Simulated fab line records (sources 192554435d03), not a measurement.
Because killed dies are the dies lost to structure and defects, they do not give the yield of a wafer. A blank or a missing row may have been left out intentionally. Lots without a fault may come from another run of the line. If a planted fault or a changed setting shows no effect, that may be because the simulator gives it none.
fab line records    flow n5Finfet
record lots=9  wafers=27  lastDay=17
route steps=1938 shown DUMMY_REMOVAL@381 HKMG_FIN@386 BEOL_M4@1111 PASSIVATION@1936
lots that met no fault: taken from a fault-free run of the same line
startH: start of the lot's first displayed wafer, in hours after the record's first day    waitH: hours elapsed since this lot's preceding step    " identical to the entry in the row above    L1.1+2: several wafers, shown together as one row    - value missing, or start not given    * or withheld: withheld    < > ~ a bound
route shown NAME@n: names a module that has steps shown in the file, with the first one's number in the route    usual: mean/standard deviation of fault-free wafers    same: alike in all rows    chamber/n: place in a boat    sites: per-site readings    _std_site: standard deviation of those values    _edge_site: the outer-site mean with the inner-site mean subtracted    radiusMm: for every site, how far away it sits from the centre of the wafer    mask NAME#n: copy n    behind: tool/chamber where the wafer was last shaped    hold: the reason the lot was held/the length of the hold in hours/how it ended    device: the transistor (n, p or np) that didn't switch    end of line: at the end of the route, the tests of the same wafers    a step without rows: its recipe alone    killed: dies lost to structure and defects at the first sort, not the wafer's yield    map: a wafer's dies, marking killed ones x, the rest . and places with no die _
set.NAME: setting as actually run; set.NAME@STEP: the setting as run at that earlier step    model.NAME: the simulator's own value behind a step, which no gauge read
one table for each step of the route and one row for each wafer, over a sample of lots
services: when a tool's chamber went out of use (startH, in hours from the record's first day, below 0 if earlier), for how many hours, and the reason
## steps
# step N5_DUMMY_REMOVAL_INSPECT_06
# recipe inspectInstrument=brightfield  mode=aei
# usual rawDefectCount=13/5.4
lot.wafer  tool              chamber  startH  waitH  rawDefectCount
L947.2     defectInspect-01  -        70.86   0.0    25
L947.5     "                 -        "       "      10
L947.6     "                 -        "       "      12
L952.3     defectInspect-01  -        103.24  0.0    8
L952.4     "                 -        "       "      7
L952.6     "                 -        "       "      7
L953.1     defectInspect-01  -        107.76  0.0    11
L953.2     "                 -        "       "      12
L953.6     "                 -        "       "      14
L958.2     defectInspect-01  -        139.62  0.0    11
L958.4     "                 -        "       "      6
L958.5     "                 -        "       "      7
L960.1     defectInspect-01  -        151.37  0.0    9
L960.3     "                 -        "       "      13
L960.4     "                 -        "       "      10
L964.2     defectInspect-02  -        173.52  0.0    11
L964.4     "                 -        "       "      14
L964.5     "                 -        "       "      14
L967.3     defectInspect-01  -        196.10  0.0    11
L967.5     "                 -        "       "      8
L967.6     "                 -        "       "      15
L968.3     defectInspect-02  -        197.70  0.0    8
L968.5     "                 -        "       "      7
L968.6     "                 -        "       "      15
L970.3     defectInspect-02  -        209.07  0.0    14
L970.4     "                 -        "       "      4
L970.5     "                 -        "       "      14
# step N5_HKMG_FIN_HK_ALD_01
# recipe material=HfO2  targetThkA=16  tempC=withheld  aldPrecursorFamily=HfCl4  aldCoReactant=H2O  pulseTimeS=3  purgeTimeS=3  coReactantPurgeTimeS=2.5  coReactantPulseTimeS=0.3  aldCycles=30
# usual precursorPulseHeightRel=0.999/0.02
lot.wafer  tool      chamber  startH  waitH  precursorPulseHeightRel
L947.2     aldHk-03  2        71.21   0.0    0.992
L947.5     "         1        "       "      0.973
L947.6     "         0        "       "      1.019
L952.3     aldHk-02  0        103.66  0.0    0.968
L952.4     "         3        "       "      1.000
L952.6     "         3        "       "      1.005
L953.1     aldHk-01  3        108.12  0.0    0.993
L953.2     "         1        "       "      0.984
L953.6     "         0        "       "      1.039
L958.2     aldHk-03  1        140.10  0.0    0.979
L958.4     "         2        "       "      1.019
L958.5     "         3        "       "      1.016
L960.1     aldHk-03  3        151.72  0.0    0.969
L960.3     "         0        "       "      1.003
L960.4     "         1        "       "      0.982
L964.2     aldHk-02  1        173.87  0.0    1.023
L964.4     "         2        "       "      0.950
L964.5     "         2        "       "      1.001
L967.3     aldHk-02  3        196.45  0.0    1.007
L967.5     "         3        "       "      0.995
L967.6     "         2        "       "      1.005
L968.3     aldHk-03  0        198.05  0.0    1.042
L968.5     "         1        "       "      1.014
L968.6     "         0        "       "      1.002
L970.3     aldHk-03  1        209.45  0.0    1.017
L970.4     "         0        "       "      0.970
L970.5     "         0        "       "      0.990
# step N5_HKMG_FIN_DESCUM_53
# recipe chemistry=O2  timeS=7.9  sourcePowerW=50  biasPowerW=20  pressureMtorr=20  rfFrequencyHz=2.712e+07  tempC=40  resist=CAR-ArF  o2FlowSccm=225
# usual chamberPressureMTorr=20.000/0.018  drypumpMotorCurrentA=5.5/0.41  oesProductAu=0.81/0.1  rfVppV=243.4/1.4  showerheadPlenumPTorr=2.10/0.062  throttleValvePct=20.44/0.25
lot.wafer  tool        chamber  startH  waitH  chamberPressureMTorr  drypumpMotorCurrentA  oesProductAu  rfHoursCounterH  rfVppV  showerheadPlenumPTorr  throttleValvePct
L947.2     rieDiel-02  3        72.35   0.1    19.975                5.1                   0.91          16               244.6   2.14                   20.37
L947.5     "           1        "       "      20.003                6.2                   0.80          -                243.4   2.10                   20.36
L947.6     "           0        "       "      19.985                5.2                   0.69          -                242.7   2.06                   20.64
L952.3     rieDiel-02  2        104.69  0.0    20.009                5.7                   0.93          16               242.9   2.07                   20.52
L952.4     "           2        "       "      19.984                5.7                   0.94          -                242.4   2.07                   20.52
L952.6     "           3        "       "      19.996                5.1                   0.87          -                245.7   2.14                   20.39
L953.1     rieDiel-06  2        109.16  0.0    19.994                5.4                   0.98          3                246.8   2.22                   19.89
L953.2     "           0        "       "      19.964                5.8                   0.72          192              243.0   2.08                   20.33
L953.6     "           1        "       "      19.990                5.3                   0.71          -                244.7   2.17                   20.73
L958.2     rieDiel-02  1        142.38  0.3    20.023                6.1                   0.77          108              242.4   2.09                   20.42
L958.4     "           2        "       "      19.999                5.7                   0.92          31               244.0   2.06                   20.55
L958.5     "           0        "       "      20.034                5.2                   0.97          -                241.0   2.05                   20.28
L960.1     rieDiel-02  3        153.18  0.4    19.999                5.1                   0.85          47               243.8   2.13                   20.42
L960.3     "           2        "       "      19.999                5.7                   0.90          35               242.6   2.06                   20.55
L960.4     "           0        "       "      20.031                5.2                   0.95          11               242.6   2.05                   20.28
L964.2     rieDiel-06  0        174.94  0.1    20.025                5.8                   0.71          216              242.3   2.07                   20.37
L964.4     "           3        "       "      19.996                4.9                   0.92          18               243.1   2.04                   20.49
L964.5     "           0        "       "      20.000                5.8                   0.71          -                242.1   2.07                   20.37
L967.3     rieDiel-06  3        197.49  0.0    19.993                4.9                   0.91          21               242.0   2.04                   20.52
L967.5     "           3        "       "      19.976                4.9                   0.92          -                243.3   2.04                   20.50
L967.6     "           0        "       "      20.020                5.8                   0.70          -                241.6   2.07                   20.39
L968.3     rieDiel-06  2        199.28  0.1    20.000                5.4                   0.90          28               243.9   2.21                   19.93
L968.5     "           0        "       "      19.995                5.8                   0.70          -                243.7   2.07                   20.38
L968.6     "           3        "       "      19.993                5.0                   0.91          -                243.5   2.04                   20.50
L970.3     rieDiel-06  2        210.67  0.0    19.998                5.4                   0.90          32               244.9   2.21                   19.94
L970.4     "           3        "       "      20.002                4.9                   0.91          27               242.4   2.04                   20.51
L970.5     "           3        "       "      20.051                4.9                   0.91          -                243.0   2.04                   20.52
# step N5_HKMG_FIN_ETCH_55
# recipe chemistry=N2/H2  target=SOC  targetDepthA=2400  tempC=40  timeS=300  ionEnergyEv=200  maskMaterial=SiARC  pressureMtorr=30  sourceW=840  biasW=150  n2FlowSccm=200  h2FlowSccm=200
# usual biasW=150.0/0.45  chamberPressureMTorr=30.001/0.028  drypumpMotorCurrentA=5.5/0.41  oesProductAu=0.81/0.099  rfVppV=524.3/2.3  showerheadPlenumPTorr=2.56/0.082  throttleValvePct=17.89/0.23
lot.wafer  tool        chamber  startH  waitH  biasW  chamberPressureMTorr  drypumpMotorCurrentA  oesProductAu  rfHoursCounterH  rfVppV  showerheadPlenumPTorr  throttleValvePct
L947.2     rieDiel-02  3        72.44   0.0    150.2  30.057                5.1                   0.91          16               525.6   2.60                   17.75
L947.5     "           1        "       "      150.1  30.035                6.1                   0.81          -                523.9   2.59                   17.90
L947.6     "           0        "       "      150.0  30.042                5.2                   0.72          -                521.7   2.51                   18.12
L952.3     rieDiel-02  2        104.78  0.0    150.0  30.037                5.7                   0.92          17               523.2   2.49                   17.79
L952.4     "           2        "       "      150.2  29.992                5.7                   0.92          -                520.7   2.49                   17.79
L952.6     "           3        "       "      150.2  30.001                5.1                   0.89          -                527.0   2.59                   17.77
L953.1     rieDiel-06  2        109.25  0.0    149.9  29.990                5.4                   0.99          3                529.5   2.72                   17.47
L953.2     "           0        "       "      150.4  29.969                5.8                   0.71          192              524.3   2.53                   17.78
L953.6     "           1        "       "      151.7  29.989                5.3                   0.72          -                525.7   2.65                   18.17
L958.2     rieDiel-02  1        142.48  0.0    150.2  30.024                6.2                   0.77          108              525.4   2.58                   17.96
L958.4     "           2        "       "      149.3  30.005                5.7                   0.89          31               522.8   2.48                   17.82
L958.5     "           0        "       "      112.9  29.989                5.2                   0.91          -                437.2   2.50                   17.71
L960.1     rieDiel-02  3        153.27  0.0    149.4  30.016                5.1                   0.85          47               524.2   2.58                   17.81
L960.3     "           2        "       "      150.1  29.977                5.7                   0.89          35               521.5   2.48                   17.84
L960.4     "           0        "       "      113.3  30.022                5.2                   0.89          12               436.7   2.50                   17.72
L964.2     rieDiel-06  0        175.03  0.0    150.0  30.018                5.8                   0.70          217              523.3   2.52                   17.79
L964.4     "           3        "       "      150.2  29.976                4.9                   0.90          18               523.7   2.48                   17.82
L964.5     "           0        "       "      150.3  29.963                5.8                   0.70          -                522.8   2.52                   17.80
L967.3     rieDiel-06  3        197.58  0.0    150.3  30.030                4.9                   0.89          21               522.2   2.48                   17.87
L967.5     "           3        "       "      149.8  30.013                4.9                   0.89          -                522.2   2.48                   17.84
L967.6     "           0        "       "      149.4  29.996                5.8                   0.70          -                522.5   2.52                   17.81
L968.3     rieDiel-06  2        199.37  0.0    150.0  29.963                5.4                   0.93          28               527.9   2.71                   17.51
L968.5     "           0        "       "      150.0  29.998                5.8                   0.70          -                523.4   2.52                   17.80
L968.6     "           3        "       "      150.0  30.004                4.9                   0.87          -                522.1   2.48                   17.85
L970.3     rieDiel-06  1        210.76  0.0    149.4  29.978                5.4                   0.70          209              527.1   2.63                   18.23
L970.4     "           2        "       "      149.9  30.009                5.4                   0.91          33               528.0   2.70                   17.52
L970.5     "           3        "       "      150.1  29.977                5.0                   0.87          -                522.4   2.47                   17.86
# step N5_BEOL_M4_RC_MEAS_101
# usual DIBL_N=36.8/2.1  DIBL_P=37.1/2.2  IOFF_N=0.18/0.037  IOFF_P=0.23/0.041  ION_N=682/13  ION_P=467/8.6  SS_N=71.7/0.61  SS_P=73.5/0.6  VT_N=248/3.4  VT_P=-249/3.5
lot.wafer  tool       chamber  startH  waitH  DIBL_N[mV/V]  DIBL_P[mV/V]  IOFF_N[nA/um]  IOFF_P[nA/um]  ION_N[uA/um]  ION_P[uA/um]  SS_N[mV/dec]  SS_P[mV/dec]  VT_N[mV]  VT_P[mV]
L947.2     prober-01  0        165.44  0.2    35.8          36.0          0.16           0.24           689           488           71.3          73.0          246       -246
L947.5     "          0        "       "      36.0          36.6          0.16           0.24           682           473           71.6          73.7          248       -245
L947.6     "          0        "       "      37.5          38.2          0.18           0.26           693           484           71.4          73.5          246       -244
L952.3     prober-01  0        200.56  0.3    41.3          39.9          0.26           0.28           677           464           73.4          75.0          244       -247
L952.4     "          0        "       "      43.3          42.7          0.29           0.34           697           470           73.4          75.1          242       -244
L952.6     "          0        "       "      42.2          40.4          0.26           0.28           691           465           72.7          74.4          244       -250
L953.1     prober-01  0        205.60  0.0    37.9          37.5          0.18           0.21           657           445           72.1          73.3          250       -250
L953.2     "          0        "       "      37.7          38.5          0.18           0.22           675           456           71.6          73.6          247       -253
L953.6     "          0        "       "      36.2          37.0          0.14           0.19           659           449           71.4          72.8          253       -251
L958.2     prober-01  0        236.16  0.2    36.6          35.9          0.15           0.19           674           461           71.2          73.1          252       -253
L958.4     "          0        "       "      37.5          37.5          0.17           0.22           684           471           71.4          73.5          250       -250
L958.5     "          0        "       "      34.7          34.7          0.13           0.18           670           464           71.0          73.2          252       -253
L960.1     prober-01  0        256.16  0.0    39.6          37.3          0.22           0.26           700           475           72.6          73.7          244       -247
L960.3     "          0        "       "      38.2          35.6          0.18           0.23           685           468           72.2          73.7          246       -248
L960.4     "          0        "       "      38.2          36.5          0.18           0.24           690           475           71.9          73.5          248       -249
L964.2     prober-02  0        264.38  0.2    36.9          36.8          0.17           0.25           680           471           71.7          74.0          249       -246
L964.4     "          0        "       "      35.8          35.3          0.15           0.23           683           474           71.4          73.1          251       -246
L964.5     "          0        "       "      34.8          34.7          0.15           0.22           688           474           71.4          72.6          251       -247
L967.3     prober-02  0        294.77  0.3    38.5          39.1          0.22           0.26           699           473           71.3          75.0          245       -248
L967.5     "          0        "       "      34.8          34.6          0.14           0.18           669           467           70.4          73.3          253       -249
L967.6     "          0        "       "      36.3          36.2          0.18           0.21           696           472           70.7          73.9          247       -251
L968.3     prober-01  0        302.78  0.3    37.0          39.5          0.20           0.29           694           475           72.4          74.0          245       -242
L968.5     "          0        "       "      37.0          39.3          0.19           0.29           685           476           71.6          73.7          247       -242
L968.6     "          0        "       "      39.1          41.5          0.24           0.33           696           480           73.0          74.6          244       -242
L970.3     prober-01  0        306.84  0.3    36.3          35.6          0.15           0.20           679           466           71.5          73.2          249       -251
L970.4     "          0        "       "      38.0          38.2          0.18           0.25           682           469           72.5          74.5          248       -249
L970.5     "          0        "       "      37.9          38.1          0.18           0.24           688           469           71.8          73.6          249       -247
# step N5_PASSIVATION_PROBE_49
# usual defectLimitedYield=91.0/1.4  killed_at_M0_to_M3=35/10  killed_at_M4_up=13/6  killedAtContacts=13/6.4  killedAtFrontEnd=42/12  killedAtOther=3.2/2.4  killedDies=107/17  killedOpen=69/13  killedShort=33/7.3  sort_bin_4_leakage=0.00/0.022  sort_bin_5_function=5.3/0.92  sort_bin_6_memory=3.3/0.66  sortNPass=1073/17  sortYieldPct=90.9/1.4
# same grossDies=1180  killedAtBackSide=0  sort_bin_8_speed[%]=0
lot.wafer  tool       chamber  startH  waitH  defectLimitedYield[%]  killed_at_M0_to_M3  killed_at_M4_up  killedAtContacts  killedAtFrontEnd  killedAtOther  killedDies  killedOpen  killedShort  sort_bin_4_leakage[%]  sort_bin_5_function[%]  sort_bin_6_memory[%]  sortNPass  sortYieldPct[%]
L960.1     prober-02  -        369.26  0.3    88.9                   29                  30               19                51                2              131         83          44           0                      6.5                     4.1                   1049       88.9
L960.3     prober-02  -        369.36  0.4    90.9                   49                  26               12                18                2              107         76          29           0                      5.8                     3.1                   1073       90.9
L960.4     prober-02  -        369.41  0.5    91.1                   26                  28               11                33                7              105         80          21           0                      6.3                     2.5                   1075       91.1
# killed by level:class
L960.1 STI_FIN_REVEAL:geometricParticle:open=14 MOL_CONTACT_COAG:geometricParticle:open=14 BEOL_M4:geometricParticle:open=13 FIN_SAQP:geometricParticle:short=9 STI_FIN_REVEAL:geometricParticle:short=8 FIN_SAQP:geometricParticle:open=8 BEOL_M3:geometricParticle:open=7 BEOL_M2:geometricParticle:open=6
L960.3 BEOL_M0_SAQP:geometricParticle:open=12 MOL_CONTACT_COAG:geometricParticle:open=11 BEOL_M3:geometricParticle:open=11 BEOL_M4:geometricParticle:open=9 BEOL_M0_SAQP:geometricParticle:short=8 BEOL_M2:geometricParticle:open=7 BEOL_M5:geometricParticle:open=7 BEOL_M1:geometricParticle:open=6
L960.4 STI_FIN_REVEAL:geometricParticle:open=13 BEOL_M4:geometricParticle:open=13 BEOL_M3:geometricParticle:open=8 MOL_CONTACT_COAG:geometricParticle:open=7 BEOL_M2:geometricParticle:open=7 BEOL_M1:geometricParticle:open=5 GATE_CUT:geometricParticle:open=5 BEOL_M7:geometricParticle:open=4
## services
tool        chamber  startH  hours  kind
rieDiel-06  2        63.61   -      clean
rieDiel-06  2        63.61   -      consumableReplace:focusRing
rieDiel-06  2        63.61   -      consumableReplace:showerhead
rieDiel-06  2        63.61   36.8   scheduledDown
rieDiel-06  2        63.61   36.8   ventCycle
rieDiel-06  3        100.73  -      clean
rieDiel-06  3        100.73  -      consumableReplace:focusRing
rieDiel-06  3        100.73  17.1   scheduledDown
rieDiel-06  3        100.73  17.1   ventCycle
rieDiel-02  0        101.98  -      clean
rieDiel-02  0        101.98  -      consumableReplace:focusRing
rieDiel-02  0        101.98  18.6   scheduledDown
rieDiel-02  0        101.98  18.6   ventCycle
rieDiel-06  1        126.45  1.2    repair
aldHk-01    -        163.32  0.3    repair
rieDiel-06  -        178.23  14.6   pm
aldHk-02    -        181.64  2.6    repair
## key
firstSign step=N5_HKMG_FIN_ETCH_55  reading=biasW  direction=down  sigmas=82  usual=*  struck=*
effect step=N5_HKMG_FIN_ETCH_55  reading=rfVppV  direction=down  sigmas=37  usual=524.3  struck=437.0
metAt N5_HKMG_FIN_ETCH_55
struckLots L958,L960
struckWafers L958.5,L960.4
notActingAt N5_DUMMY_REMOVAL_INSPECT_06,N5_HKMG_FIN_HK_ALD_01,N5_HKMG_FIN_DESCUM_53
onsetBetween 72.44 142.48
fault kind=processParameterDrift  tool=rieDiel-02  chamber=0  onsetH=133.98  steps=N5_HKMG_FIN_ETCH_55  channel=biasW  offset=*  shape=step  endH=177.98  actsIn=*  stated=*
